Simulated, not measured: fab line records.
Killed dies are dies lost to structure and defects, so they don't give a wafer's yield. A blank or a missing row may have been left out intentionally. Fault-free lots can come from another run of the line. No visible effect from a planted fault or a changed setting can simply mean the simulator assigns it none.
Lot-split experiment ; flow n5-finfet ; on a route of 1938 steps: 7 lots, 39 wafers read

SPLIT DETAILS
At N5_MOL_CONTACT_COAG_ETCH_124 (etches SiNx in CH3F/O2, stops on SiOC, target depth 6.5 nm), the setting bias-w was moved away from the recipe's 73 W on 12 of the 39 wafers read, by -15.9% to +16.3%. This setting was run at the recipe's value on the other wafers.

The reading is taken at the split's own step.

THE READING
rf-vpp-V, in V, at N5_MOL_CONTACT_COAG_ETCH_124 (etches SiNx in CH3F/O2, stops on SiOC, target depth 6.5 nm). A value of 297 V with a standard deviation of 6.1 V is what fault-free wafers of this fab line usually give.

wafer;tool, chamber at the split;bias-w as run, W;against the recipe;rf-vpp-V, V;against lot-mates on the recipe
L079.1;rie-diel-06, 2;73;recipe;300;-
L079.2;rie-diel-06, 1;73;recipe;302;-
L079.3;rie-diel-06, 0;73;recipe;292;-
L079.4;rie-diel-06, 3;73;recipe;287;-
L079.5;rie-diel-06, 3;73;recipe;288;-
L079.6;rie-diel-06, 2;73;recipe;298;-
L083.1;rie-diel-02, 0;84.82;+16.2%;329;+26
L083.2;rie-diel-02, 1;73;recipe;295;-
L083.3;rie-diel-02, 2;73;recipe;306;-
L083.4;rie-diel-02, 3;73;recipe;308;-
L083.5;rie-diel-02, 2;84.82;+16.2%;343;+40
L083.6;rie-diel-02, 3;84.82;+16.2%;347;+44
L085.1;rie-diel-01, 3;73;recipe;299;-
L085.2;rie-diel-01, 2;61.39;-15.9%;256;-44
L085.3;rie-diel-01, 0;61.39;-15.9%;261;-39
L085.4;rie-diel-01, 1;73;recipe;302;-
L085.5;rie-diel-01, 1;61.39;-15.9%;264;-36
L085.6;rie-diel-01, 0;73;recipe;299;-
L089.1;rie-diel-06, 0;73;recipe;291;-
L089.2;rie-diel-06, 3;63.66;-12.8%;257;-33
L089.3;rie-diel-06, 2;63.66;-12.8%;269;-21
L089.4;rie-diel-06, 2;63.66;-12.8%;269;-21
L089.5;rie-diel-06, 3;73;recipe;286;-
L089.6;rie-diel-06, 0;73;recipe;292;-
L091.1;rie-diel-01, 1;73;recipe;303;-
L091.2;rie-diel-01, 0;73;recipe;300;-
L091.3;rie-diel-01, 2;73;recipe;292;-
L091.4;rie-diel-01, 3;73;recipe;301;-
L091.5;rie-diel-01, 1;73;recipe;303;-
L091.6;rie-diel-01, 2;73;recipe;292;-
L093.2;rie-diel-06, 3;73;recipe;288;-
L093.4;rie-diel-06, 1;73;recipe;302;-
L093.6;rie-diel-06, 3;73;recipe;289;-
L097.1;rie-diel-02, 2;73;recipe;306;-
L097.2;rie-diel-02, 0;73;recipe;292;-
L097.3;rie-diel-02, 1;84.91;+16.3%;331;+29
L097.4;rie-diel-02, 3;73;recipe;307;-
L097.5;rie-diel-02, 3;84.91;+16.3%;347;+45
L097.6;rie-diel-02, 2;84.91;+16.3%;343;+41

THE FIT
A straight line over all 39 wafers: rf-vpp-V changes by +2.53 V for each +1% of bias-w; r = +0.96; the points scatter about the line by 6.7 V.
The same after taking each lot's own level away (the mean of its wafers on the recipe; 39 wafers): +2.3 V for each +1%; r = +0.96; scatter 5.9 V.
On that fit, the largest move of bias-w shifts the reading by 37 V.
The span of the lots' own levels, 289.7 to 303.0 V, comes to 2.2 times the standard deviation stated above.
So the lot-to-lot level changes the slope: the two fits differ.
Check: +38.7 V against its lot-mates is what the line predicts for one of the wafers moved furthest among these (+16.3%) when that wafer is left out of the fit. Against them it came out at +29.3 V.
Tool readings at the split's step, against how far the setting was moved: rf-vpp-V r = +0.96.

FURTHER SPLITS ON THESE WAFERS
Note: prior to the reading, these wafers also went through further splits. Each is held against what the fit with the lots' levels taken away leaves over:
other split on the same wafers;wafers away from the commonest value;r with rf-vpp-V (lot level and that fit taken away)
N5_PMOS_HMC_CHANNEL_EPI_EPI_20 pressure-torr;30;-0.03
N5_FIN_SAQP_ETCH_69 target-depth-a;15;+0.07
N5_DUMMY_GATE_ETCH_37 source-w;12;+0.46
N5_DUMMY_GATE_ETCH_32 time-s;15;-0.06
N5_DUMMY_GATE_ETCH_42 bias-w;12;-0.21

FILE'S OWN FIT
rf-vpp-V changes by +2.3 V for each +1% of bias-w, r = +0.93.
